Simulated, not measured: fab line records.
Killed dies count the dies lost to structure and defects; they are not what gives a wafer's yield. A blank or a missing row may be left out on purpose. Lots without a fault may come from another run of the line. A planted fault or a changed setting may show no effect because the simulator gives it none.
Split-lot experiment | flow n5-finfet | on a route of 1938 steps: 7 lots, 21 wafers read

## THE SPLIT
At N5_BEOL_M13_COAT_58 (time 60 s, resist thk 89 nm), the setting spin-rpm was moved away from the recipe's 1500 rpm on 7 of the 21 wafers read, by -7.9% to +5.9%. All remaining wafers had this setting at the recipe value.

## FROM THE SPLIT TO THE READING: what the file shows between them, 3 steps
- N5_BEOL_M13_COAT_04: resist thk 400 nm
- N5_BEOL_M13_EBR_06
- N5_BEOL_M13_DESCUM_15: chemistry O2, time 7.9 s

## THE READING
etch.depth-nm (the simulator's own value, which no gauge read), in nm, at N5_BEOL_M13_ETCH_59 (etches BARC in N2/H2, target depth 89 nm, overetch 26.7 nm, time 67.9 s). No usual value for it is given in the file. Average 89.02 nm, standard deviation 0.22 nm, over the 14 wafers here run with the recipe.

wafer  | tool, chamber at the split | spin-rpm as run, rpm | against the recipe | etch.depth-nm, nm | against lot-mates on the recipe
L080.2 | litho-track-01, 0          | 1500                 | recipe             | 89.09             | -
L080.4 | litho-track-01, 0          | 1567                 | +4.5%              | 87.33             | -1.76
L080.6 | litho-track-01, 0          | 1567                 | +4.5%              | 86.83             | -2.26
L082.1 | litho-track-01, 0          | 1500                 | recipe             | 88.91             | -
L082.2 | litho-track-01, 0          | 1500                 | recipe             | 88.68             | -
L082.3 | litho-track-01, 0          | 1500                 | recipe             | 88.85             | -
L083.1 | litho-track-03, 0          | 1500                 | recipe             | 89.34             | -
L083.2 | litho-track-03, 0          | 1500                 | recipe             | 89.51             | -
L083.5 | litho-track-03, 0          | 1589                 | +5.9%              | 86.78             | -2.65
L086.1 | litho-track-03, 0          | 1441                 | -3.9%              | 90.75             | +1.77
L086.3 | litho-track-03, 0          | 1500                 | recipe             | 89.23             | -
L086.6 | litho-track-03, 0          | 1500                 | recipe             | 88.74             | -
L091.2 | litho-track-01, 0          | 1500                 | recipe             | 89.12             | -
L091.4 | litho-track-01, 0          | 1500                 | recipe             | 89.12             | -
L091.6 | litho-track-01, 0          | 1500                 | recipe             | 88.84             | -
L090.2 | litho-track-01, 0          | 1559                 | +3.9%              | 87.44             | -1.58
L090.4 | litho-track-01, 0          | 1559                 | +3.9%              | 87.24             | -1.78
L090.6 | litho-track-01, 0          | 1500                 | recipe             | 89.02             | -
L094.3 | litho-track-01, 0          | 1381                 | -7.9%              | 92.77             | +3.83
L094.5 | litho-track-01, 0          | 1500                 | recipe             | 88.9              | -
L094.6 | litho-track-01, 0          | 1500                 | recipe             | 88.98             | -

FIT RESULTS
A straight line over all 21 wafers: etch.depth-nm changes by -0.438 nm for each +1% of spin-rpm; r = -0.99; the points scatter about the line by 0.23 nm.
The same after taking each lot's own level away (the mean of its wafers on the recipe; 21 wafers): -0.458 nm for each +1%; r = -0.99; scatter 0.15 nm.
That fit puts the effect of the largest move of spin-rpm on the reading at 3.6 nm.
The span of the lots' own levels, 88.813 to 89.425 nm, comes to 2.7 times the standard deviation stated above.
So the lot-to-lot level changes the slope little: the two slopes agree.
Check: for one of the wafers moved furthest among these (-7.9%), held out of the fit, the line's prediction against its lot-mates is +3.52 nm. Against them it came out at +3.83 nm.

## THE OTHER SPLITS THESE WAFERS WENT THROUGH
Before the reading, these wafers also passed through other splits. Each is held against what the fit with the lots' levels taken away leaves over:
other split on the same wafers     | wafers away from the commonest value | r with etch.depth-nm (lot level and that fit taken away)
N5_BEOL_M7_TRENCH_ETCH_37 time-s   | 9                                    | +0.17
N5_BEOL_M8_TRENCH_ETCH_37 bias-w   | 6                                    | +0.05
N5_BEOL_M9_COAT_05 spin-rpm        | 9                                    | +0.49
N5_BEOL_M9_ETCH_62 source-w        | 5                                    | -0.16
N5_BEOL_M10_ILD_DEP_00 time-s      | 5                                    | -0.25
N5_BEOL_M11_PECVD_70 temp-c        | 5                                    | -0.26
N5_BEOL_M11_HM_DEP_02 target-thk-a | 5                                    | +0.06

## THE WHOLE CHAIN: every reading that the file lists as answering this split, in the file's order
step                 | what it does                                                            | reading                                                                          | change (the file's fit)               | r (the file's)
N5_BEOL_M13_COAT_58  | time 60 s, resist thk 89 nm                                             | BARC_of_BEOL_M13_COAT_58.thk-nm (the simulator's own value, which no gauge read) | -0.464 nm for each +1% of the setting | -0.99
N5_BEOL_M13_ETCH_59  | etches BARC in N2/H2, target depth 89 nm, overetch 26.7 nm, time 67.9 s | etch.depth-nm (the simulator's own value, which no gauge read)                   | -0.461 nm for each +1% of the setting | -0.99
N5_BEOL_M13_STRIP_64 | strips in N2/H2                                                         | strip-time-to-endpoint-s                                                         | withheld for each +1% of the setting  | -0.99

## FILE'S OWN FIT
etch.depth-nm changes by -0.461 nm for each +1% of spin-rpm, r = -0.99.
